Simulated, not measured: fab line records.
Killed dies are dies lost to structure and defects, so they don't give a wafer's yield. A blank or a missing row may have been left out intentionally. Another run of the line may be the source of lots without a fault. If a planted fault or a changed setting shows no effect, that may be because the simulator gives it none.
What tool caused it? | flow nand-harc | 13 lots, 38 wafers sampled, at 5 steps of a route of 1302

== WHAT EACH GAUGE READ, for each wafer ==
NHARC_A_ONON_D1_THK_MEAS_02: measures by ellipsometry.
lot  | measured     | on            | thk-nm (nm)
L540 | day 8 06:30  | film-metro-01 | 1006 1004 1004
L542 | day 9 05:32  | film-metro-02 | 1007 1006 1005
L543 | day 9 05:20  | film-metro-02 | 1007 1008 1007
L544 | day 9 14:41  | film-metro-01 | 1002 1002 1003
L545 | day 10 07:11 | film-metro-01 | 1010 1011 1011
L547 | day 10 23:51 | film-metro-02 | 995 995 995
L548 | day 11 21:17 | film-metro-02 | 1001 1002 1003
L553 | day 13 13:58 | film-metro-01 | 1503 1504
L552 | day 13 13:58 | film-metro-02 | 990 992 989
L559 | day 16 00:11 | film-metro-01 | 987 985 985
L560 | day 16 14:50 | film-metro-01 | 1006 1006 1006
L561 | day 16 23:38 | film-metro-01 | 996 995 993
L562 | day 17 08:55 | film-metro-01 | 996 996 997

NHARC_END_SORT_01.
lot  | measured     | on        | killed-at-array | killed-at-other | killed-at-periphery | killed-dies | killed-open | killed-short
L547 | day 27 17:08 | prober-01 | 76 37 70        | 6 2 5           | 4 4 0               | 86 43 75    | 6 4 4       | 3 2 1
L548 | day 28 13:04 | prober-02 | 60              | 0               | 2                   | 62          | 1           | 3
L553 | day 29 11:35 | prober-01 | 674 670         | 1 4             | 2 3                 | 677 677     | 2 4         | 1 0

== WHICH TOOL RAN EACH LOT (tool, then ch and the chambers of the sampled wafers, then the start) ==
lot  | NHARC_P_BONDPAD_CMP_19        | NHARC_A_ZERO_WELL_ETCH_13        | NHARC_A_ONON_D1_DEP_00
L540 | cmp-04 ch 0,2,3, day 7 04:09  | rie-si-06 ch 0,1,2, day 7 06:18  | pecvd-onon-03 ch 0, day 8 05:59
L542 | cmp-01 ch 0,2,3, day 8 05:21  | rie-si-02 ch 1,2, day 8 07:22    | pecvd-onon-04 ch 0, day 9 05:01
L543 | cmp-03 ch 1,3, day 8 05:57    | rie-si-05 ch 1,2,3, day 8 08:02  | pecvd-onon-03 ch 0, day 9 04:53
L544 | cmp-01 ch 0,1, day 8 15:08    | rie-si-02 ch 1,3, day 8 17:28    | pecvd-onon-03 ch 0, day 9 14:14
L545 | cmp-01 ch 0,1,2, day 9 07:14  | rie-si-02 ch 0,1,2, day 9 09:22  | pecvd-onon-03 ch 0, day 10 06:52
L547 | cmp-01 ch 0,3, day 9 23:58    | rie-si-05 ch 0,2,3, day 10 02:04 | pecvd-onon-04 ch 0, day 10 23:31
L548 | cmp-01 ch 0,1, day 10 19:07   | rie-si-02 ch 0,1,2, day 10 21:24 | pecvd-onon-02 ch 0, day 11 20:53
L553 | cmp-01 ch 1,2, day 12 13:38   | rie-si-06 ch 2,3, day 12 15:49   | pecvd-onon-03 ch 0, day 13 13:26
L552 | cmp-01 ch 0,1,3, day 12 14:43 | rie-si-06 ch 0,2,3, day 12 16:47 | pecvd-onon-02 ch 0, day 13 13:27
L559 | cmp-03 ch 0,1,3, day 15 00:21 | rie-si-02 ch 0,2,3, day 15 02:32 | pecvd-onon-04 ch 0, day 15 23:41
L560 | cmp-03 ch 0,2, day 15 15:08   | rie-si-05 ch 0,1, day 15 17:11   | pecvd-onon-03 ch 0, day 16 14:22
L561 | cmp-03 ch 0,2, day 15 21:22   | rie-si-02 ch 0,2,3, day 15 23:38 | pecvd-onon-03 ch 0, day 16 23:07
L562 | cmp-01 ch 1,2, day 16 08:40   | rie-si-02 ch 0,1,2, day 16 10:53 | pecvd-onon-03 ch 0, day 17 08:28
- NHARC_P_BONDPAD_CMP_19: polishes, t overpolish 30 s, cu recess touch 16 s, target thk 160.81 nm.
- NHARC_A_ZERO_WELL_ETCH_13: etches the open film in HBr/Cl2, target depth 120 nm, time 40.1 s.
- NHARC_A_ONON_D1_DEP_00: target thk 1000 nm.

== AS READ BY THE TOOLS THEMSELVES (means over the sampled wafers that have a number; for cases with no such wafer, the mark the record gives instead) ==
NHARC_P_BONDPAD_CMP_19.
lot  | tool   | motor-current-A (A) | overpolish-run-s (s) | slurry-filter-dp-kPa (kPa)
L540 | cmp-04 | 11.7                | 29.994               | 13.52
L542 | cmp-01 | 12.8                | 29.992               | 13.56
L543 | cmp-03 | 11.5                | 29.996               | 13.53
L544 | cmp-01 | 12.7                | 30.008               | 13.57
L545 | cmp-01 | 13.5                | 30.006               | 13.47
L547 | cmp-01 | 12.2                | 30.000               | 13.52
L548 | cmp-01 | 12.2                | 30.006               | 13.50
L553 | cmp-01 | 13.9                | 30.002               | 13.39
L552 | cmp-01 | 12.0                | 30.008               | 13.59
L559 | cmp-03 | 12.6                | 29.993               | 13.51
L560 | cmp-03 | 11.9                | 30.004               | 13.67
L561 | cmp-03 | 11.7                | 29.996               | 13.46
L562 | cmp-01 | 13.4                | 30.000               | 13.64

NHARC_A_ZERO_WELL_ETCH_13.
lot  | tool      | drypump-motor-current-A (A) | oes-product-au (a.u.) | throttle-valve-pct (%)
L540 | rie-si-06 | 5.4                         | 0.985                 | 26.413
L542 | rie-si-02 | 5.9                         | 0.993                 | 26.408
L543 | rie-si-05 | 5.6                         | 1.003                 | 26.408
L544 | rie-si-02 | 5.7                         | 0.986                 | 26.406
L545 | rie-si-02 | 5.8                         | 1.000                 | 26.402
L547 | rie-si-05 | 5.4                         | 0.988                 | 26.404
L548 | rie-si-02 | 5.8                         | 0.992                 | 26.405
L553 | rie-si-06 | 6.0                         | 0.987                 | 26.398
L552 | rie-si-06 | 5.8                         | 0.997                 | 26.400
L559 | rie-si-02 | 6.0                         | 1.007                 | 26.399
L560 | rie-si-05 | 5.2                         | 0.998                 | 26.414
L561 | rie-si-02 | 6.0                         | 0.997                 | 26.409
L562 | rie-si-02 | 5.8                         | 1.009                 | 26.406

NHARC_A_ONON_D1_DEP_00.
lot  | tool          | sih4-flow-sccm (sccm)
L540 | pecvd-onon-03 | 210.1
L542 | pecvd-onon-04 | 209.9
L543 | pecvd-onon-03 | 210.8
L544 | pecvd-onon-03 | 209.6
L545 | pecvd-onon-03 | 209.7
L547 | pecvd-onon-04 | 210.2
L548 | pecvd-onon-02 | 209.3
L553 | pecvd-onon-03 | 209.3
L552 | pecvd-onon-02 | 210.3
L559 | pecvd-onon-04 | 209.7
L560 | pecvd-onon-03 | 209.6
L561 | pecvd-onon-03 | 209.5
L562 | pecvd-onon-03 | 210.3

== THE ANSWER, worked out from the rows above alone ==
Rule: the lots themselves supply what counts as usual. Put in order of their means at a reading, lots are off if they are a third of the lots or fewer, leave a main group of 4 or more, and stand apart from it by a gap of 3 or more times the standard deviation of the main group's means; of several such gaps the widest counts. A main group whose means are all the same, to the digits that the tables above print for the reading, isn't used. Also off: a lot with no number at a reading for which 4 or more lots have one. Any other lot the step has rows for is counted as sound. First the gauges in route order, then the tools' own readings, where a lot's mean is used as printed above. The first step at which some lot is off is used, and at that step the reading that is off furthest; a lot without a number counts as furthest.
Off, at NHARC_A_ONON_D1_THK_MEAS_02 on thk-nm: L553. For the main group the mean is 1000 nm and the standard deviation 7.3.
A tool fits if, at a process step before that reading, it ran every lot that is off, and no sound lot after the first of them. Those tools and the gauges at NHARC_A_ONON_D1_THK_MEAS_02 are tried in the same way. No candidate that was tried fits.

== WHAT THE SIMULATOR HAD PUT IN ==
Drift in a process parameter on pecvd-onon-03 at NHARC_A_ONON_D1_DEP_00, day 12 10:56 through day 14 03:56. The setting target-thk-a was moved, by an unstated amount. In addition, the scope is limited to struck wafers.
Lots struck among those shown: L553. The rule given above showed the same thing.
